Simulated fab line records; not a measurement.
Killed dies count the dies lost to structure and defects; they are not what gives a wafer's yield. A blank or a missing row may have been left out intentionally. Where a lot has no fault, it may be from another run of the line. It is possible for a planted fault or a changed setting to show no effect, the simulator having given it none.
The tool behind it: which one? | flow n5_finfet | Sampling: 24 lots, 72 wafers, 2 of 1938 route steps

## WHAT EACH GAUGE READ, for each wafer
N5_DUMMY_GATE_CD_MEAS_15 targets a cd of 25.8 nm. Usual: cd_nm at 25.07 nm, with a standard deviation of 0.23.
lot  | measured    | on        | cd_nm (nm)        | flag
L074 | day 2 23:46 | cd_sem-03 | 25.21 25.08 24.94 |
L075 | day 3 06:32 | cd_sem-02 | 25.18 25.39 25.05 |
L076 | day 3 12:14 | cd_sem-03 | 25.06 25.12 24.87 |
L077 | day 3 17:50 | cd_sem-01 | 24.69 25.23 25.28 |
L078 | day 3 21:20 | cd_sem-03 | 25.00 25.29 24.40 |
L079 | day 4 03:57 | cd_sem-02 | 24.93 25.15 24.90 |
L080 | day 4 09:19 | cd_sem-03 | 25.03 24.86 25.16 |
L081 | day 4 15:12 | cd_sem-03 | 24.83 24.59 24.87 |
L082 | day 5 00:41 | cd_sem-01 | 24.90 24.63 25.12 |
L083 | day 5 07:03 | cd_sem-03 | 25.15 25.21 25.11 |
L084 | day 5 11:39 | cd_sem-02 | 24.96 24.94 24.92 |
L085 | day 5 16:47 | cd_sem-02 | 25.13 25.00 24.96 |
L086 | day 5 21:40 | cd_sem-01 | 25.20 25.47 25.07 |
L087 | day 6 03:41 | cd_sem-03 | 24.95 24.62 25.23 |
L088 | day 6 11:59 | cd_sem-03 | 25.52 25.18 25.45 |
L089 | day 6 16:50 | cd_sem-02 | 24.53 25.36 24.96 |
L090 | day 6 20:28 | cd_sem-02 | 25.24 24.90 25.13 |
L091 | day 7 04:20 | cd_sem-01 | 24.84 25.27 25.03 |
L092 | day 7 09:38 | cd_sem-01 | 25.18 25.18 25.18 |
L093 | day 7 17:32 | cd_sem-01 | 24.68 24.92 25.20 |
L094 | day 7 23:57 | cd_sem-01 | 24.98 24.92 25.66 |
L095 | day 8 09:15 | cd_sem-03 | 24.71 25.05 25.23 |
L097 | day 8 18:00 | cd_sem-02 | 25.16 24.73 24.86 |
L096 | day 8 18:59 | cd_sem-01 | 25.30 25.17 25.02 |

N5_SD_EPI_N_CD_MEAS_09 targets a cd of 120 nm. Usual: cd_nm at 119.8 nm, with a standard deviation of 0.6.
lot  | measured    | on        | cd_nm (nm)        | flag
L074 | day 3 02:43 | cd_sem-02 | 119.4 119.6 119.2 |
L075 | day 3 08:49 | cd_sem-02 | 120.6 120.6 120.3 |
L076 | day 3 14:32 | cd_sem-03 | 120.7 120.5 120.4 |
L077 | day 3 20:26 | cd_sem-03 | 120.1 119.3 119.4 |
L078 | day 4 00:53 | cd_sem-02 | 120.0 120.3 120.3 |
L079 | day 4 06:17 | cd_sem-01 | 120.8 120.1 121.3 |
L080 | day 4 11:59 | cd_sem-03 | 118.8 119.1 119.2 |
L081 | day 4 20:10 | cd_sem-03 | 119.6 119.8 119.2 |
L082 | day 5 04:19 | cd_sem-03 | 119.6 119.1 120.0 |
L083 | day 5 09:20 | cd_sem-02 | 119.6 119.1 119.7 |
L084 | day 5 13:56 | cd_sem-02 | 119.4 119.5 120.2 |
L085 | day 5 19:17 | cd_sem-02 | 119.2 119.5 118.7 |
L086 | day 5 23:57 | cd_sem-03 | 120.5 119.8 119.6 |
L087 | day 6 06:06 | cd_sem-02 | 119.2 118.6 118.9 |
L088 | day 6 14:51 | cd_sem-01 | 120.2 120.2 119.2 |
L089 | day 6 19:29 | cd_sem-03 | 119.2 120.1 119.3 |
L090 | day 6 22:49 | cd_sem-01 | 119.5 119.4 120.3 |
L091 | day 7 06:53 | cd_sem-01 | 119.3 119.5 119.4 |
L092 | day 7 14:17 | cd_sem-01 | 121.2 120.4 120.5 |
L093 | day 7 19:49 | cd_sem-03 | 120.2 120.3 119.7 |
L094 | day 8 02:15 | cd_sem-02 | 119.4 119.4 120.7 |
L095 | day 8 12:03 | cd_sem-03 | 120.1 119.0 119.1 |
L097 | day 8 20:15 | cd_sem-02 | 119.9 119.4 119.3 |
L096 | day 8 21:16 | cd_sem-03 | 120.2 120.7 120.4 |

## EACH LOT AND THE TOOL THAT RAN IT (in order: tool; ch and the chambers of the sampled wafers; start)
Before these readings, the record contains no process step.

## AS READ BY THE TOOLS THEMSELVES (means over the sampled wafers that have a number; for cases with no such wafer, the mark the record gives instead)
The record holds no such reading with a usual standard deviation.

## THE ANSWER, worked out from the rows above alone
Rule: a lot counts as off when the mean over its wafers that have a number is more than 3 standard deviations away from the usual mean. Also off: a lot with no number at a reading for which 4 or more lots have one. All remaining lots with rows at the step are treated as sound. Order of review: gauges by route order, followed by the tools' own readings, for which a lot's mean as printed above is used. At the first step where some lot is off, the reading lying furthest off is the one used; lots without a number count as furthest.
None of the lots is off at any reading shown; this tells nothing.

## WHAT WAS PUT IN BY THE SIMULATOR
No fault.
